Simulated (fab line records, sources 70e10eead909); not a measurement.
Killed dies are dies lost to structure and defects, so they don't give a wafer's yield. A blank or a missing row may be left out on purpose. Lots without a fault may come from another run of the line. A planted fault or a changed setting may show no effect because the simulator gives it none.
Which tool did it? | flow nand_harc | 12 lots, 36 wafers sampled, at 1 step of a route of 1302

WHAT THE GAUGES READ, wafer by wafer
NHARC_A_ONON_D1_THK_MEAS_11: measures by ellipsometry.
lot  | measured     | on            | thk_nm (nm)
L074 | day 8 10:41  | film_metro-01 | 1005 1002 1003
L077 | day 8 22:27  | film_metro-01 | 997 996 996
L079 | day 10 01:16 | film_metro-02 | 1004 1004 1004
L081 | day 10 23:32 | film_metro-02 | 1008 1008 1008
L082 | day 11 11:41 | film_metro-01 | 1007 1006 1007
L085 | day 12 13:26 | film_metro-02 | 1003 1004 1004
L087 | day 13 04:10 | film_metro-01 | 978 979 979
L088 | day 14 03:19 | film_metro-02 | 1004 1002 1001
L091 | day 14 20:26 | film_metro-02 | 993 993 992
L093 | day 15 19:13 | film_metro-02 | 1011 1013 1011
L094 | day 16 09:38 | film_metro-02 | 1016 1017 1016
L097 | day 17 08:29 | film_metro-02 | 996 996 996

WHICH TOOL RAN EACH LOT (tool, then ch and the chambers of the sampled wafers, then the start)
The record holds no process step before these readings.

THE ANSWER, worked out from the rows above alone
Rule: what is usual is taken from the lots themselves. Put in order of their means at a reading, lots are off if they are a third of the lots or fewer, leave a main group of 4 or more, and stand apart from it by a gap of 3 or more times the standard deviation of the main group's means; of several such gaps the widest counts. A main group whose means are all the same, to the digits that the tables above print for the reading, isn't used. A lot without any number at a reading at which 4 lots or more have one is off too. The other lots that the step has rows for count as sound.
No lot is off at any reading shown: from this, nothing can be told.

WHAT THE SIMULATOR HAD PUT IN
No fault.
